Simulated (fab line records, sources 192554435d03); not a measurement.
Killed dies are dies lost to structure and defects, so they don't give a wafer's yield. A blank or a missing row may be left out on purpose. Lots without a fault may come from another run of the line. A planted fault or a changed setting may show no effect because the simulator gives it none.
A struck lot beside a sound one | flow n5_finfet | 36 steps out of a route of 1938
Sound: wafers L638.2, L638.4, L638.6. Struck: wafers L629.1, L629.2, L629.4. The cause comes at the end.
At each step with rows: each side's tool, then ch and its chambers, then its first start. Under that, the readings that differ: sound wafers | struck wafers | difference of the means | sigmas: that difference in standard deviations of wafers without a fault.
alike: readings whose means differ by less than 2 such deviations, and words and numbers that are the same on both sides. not compared: withheld readings, readings that some wafer has no value for, bounds like >300 that may hide the same value, and numbers for which the record gives no deviation and whose values overlap.
The two part at a step that has a row with sigmas, a row that says differs or no value, or rows on one side only. Numbers that don't overlap but have no deviation are shown without sigmas and don't part them. A reading that every wafer of one side lacks parts them only if that side has two wafers or more.

first, 9 steps without rows for these wafers: N5_MOL_CONTACT_COAG_COAT_78 (resist thk 40 nm); N5_MOL_CONTACT_COAG_EBR_80; N5_MOL_CONTACT_COAG_SOFTBAKE_79 (time 60 s); N5_MOL_CONTACT_COAG_EXPOSE_81 (exposes mask VG, defocus 0 nm); N5_MOL_CONTACT_COAG_PEB_82 (peb time 60 s); N5_MOL_CONTACT_COAG_DEVELOP_83 (develop time 30 s); N5_MOL_CONTACT_COAG_DESCUM_88 (chemistry O2, time 7 s); N5_MOL_CONTACT_COAG_ETCH_89 (etches underlayer in N2/H2, target depth 13 nm, time 10.4 s); N5_MOL_CONTACT_COAG_ETCH_90 (etches SiARC in CF4, target depth 13 nm, time 21.7 s).
N5_MOL_CONTACT_COAG_ALD_131: deposits SiO2, target thk 5 nm, pulse time 1 s, co reactant pulse time 1 s.
  sound on ald_sin-01 ch 1,3, day 10 18:00; struck on ald_sin-01 ch 0,1,2, day 8 10:37
  no value came back on the struck wafers for ald_cycles, chamber_pressure_Torr (Torr), heater_power_w (W), precursor_pulse_height_rel; on the sound wafers ald_cycles reads 35 35 35
then, 12 steps without rows for these wafers: N5_MOL_CONTACT_COAG_ETCHBACK_132 (etches SiO2 in CHF3, target depth 10 nm, time 6.7 s); N5_MOL_CONTACT_COAG_ETCH_91 (etches SOC in N2/H2, target depth 60 nm, overetch 21 nm, time 101.2 s); N5_MOL_CONTACT_COAG_STRIP_92 (strips in N2/H2); N5_MOL_CONTACT_COAG_STRIP_93 (strips in N2/H2); N5_MOL_CONTACT_COAG_ETCHBACK_135 (etches SiO2 in CHF3, target depth 25 nm, time 16.7 s); N5_MOL_CONTACT_COAG_STRIP_118 (strips in CHF3); N5_MOL_CONTACT_COAG_VIA_ETCH_46 (etches SiO2 in C4F6/O2, target depth 46 nm, overetch 9.2 nm, time 40 s); N5_MOL_CONTACT_COAG_STRIP_96 (strips in N2/H2); N5_MOL_CONTACT_COAG_ETCH_47 (etches SiNx in CH3F/O2, stops on W, target depth 27 nm); N5_MOL_CONTACT_COAG_STRIP_119 (strips in N2/H2, time 30 s); N5_MOL_CONTACT_COAG_PRECLEAN_144 (cleans in alkaline clean, time 60 s); N5_MOL_CONTACT_COAG_SRD_145 (time 30 s).
N5_MOL_CONTACT_COAG_CD_MEAS_137: target cd 16 nm.
  sound on cd_sem-02, day 10 18:58; struck on cd_sem-02, day 8 11:18
  reading    | sound          | struck | difference                    | sigmas
  cd_nm (nm) | 15.7 15.8 15.9 | - - -  | no value on the struck wafers |
then, 9 steps without rows for these wafers: N5_MOL_CONTACT_COAG_COAT_62 (time 60 s, resist thk 60 nm); N5_MOL_CONTACT_COAG_COAT_63 (time 60 s, resist thk 10 nm); N5_MOL_CONTACT_COAG_COAT_64 (time 60 s, resist thk 10 nm); N5_MOL_CONTACT_COAG_COAT_34 (resist thk 40 nm); N5_MOL_CONTACT_COAG_EBR_36; N5_MOL_CONTACT_COAG_SOFTBAKE_35 (time 60 s); N5_MOL_CONTACT_COAG_EXPOSE_37 (exposes mask VD, defocus 0 nm); N5_MOL_CONTACT_COAG_PEB_38 (peb time 60 s); N5_MOL_CONTACT_COAG_DEVELOP_39 (develop time 30 s).
N5_MOL_CONTACT_COAG_INSPECT_42: inspects for defects (brightfield).
  sound on defect_inspect-02, day 10 19:30; struck on defect_inspect-01, day 8 11:50
  reading          | sound       | struck         | difference | sigmas
  raw_defect_count | 470 327 241 | 1986 1924 1924 | +1599      | +24
then, 1 step without rows for these wafers: N5_MOL_CONTACT_COAG_DESCUM_45 (chemistry O2, time 7 s).
N5_BEOL_M4_RC_MEAS_101:
  the record has rows for the sound wafers here (prober-02 ch 0, day 13 16:10) and none for the struck ones
-- the record jumps here: 7 days lie between the struck wafers' starts before and after (it left off in module BEOL_M4 and takes up again in module PASSIVATION, whose first step shown is number 1936 of the route) --
N5_PASSIVATION_PROBE_49:
  the record has rows for the struck wafers here (prober-02, day 15 09:18) and none for the sound ones

WHERE THEY PART
First at N5_MOL_CONTACT_COAG_ALD_131; last, within this record, at N5_PASSIVATION_PROBE_49.

WHY: what the simulator had put in
Skipped step whole: ald_sin-01, from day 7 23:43 on, at N5_MOL_CONTACT_COAG_ALD_131. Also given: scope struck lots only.
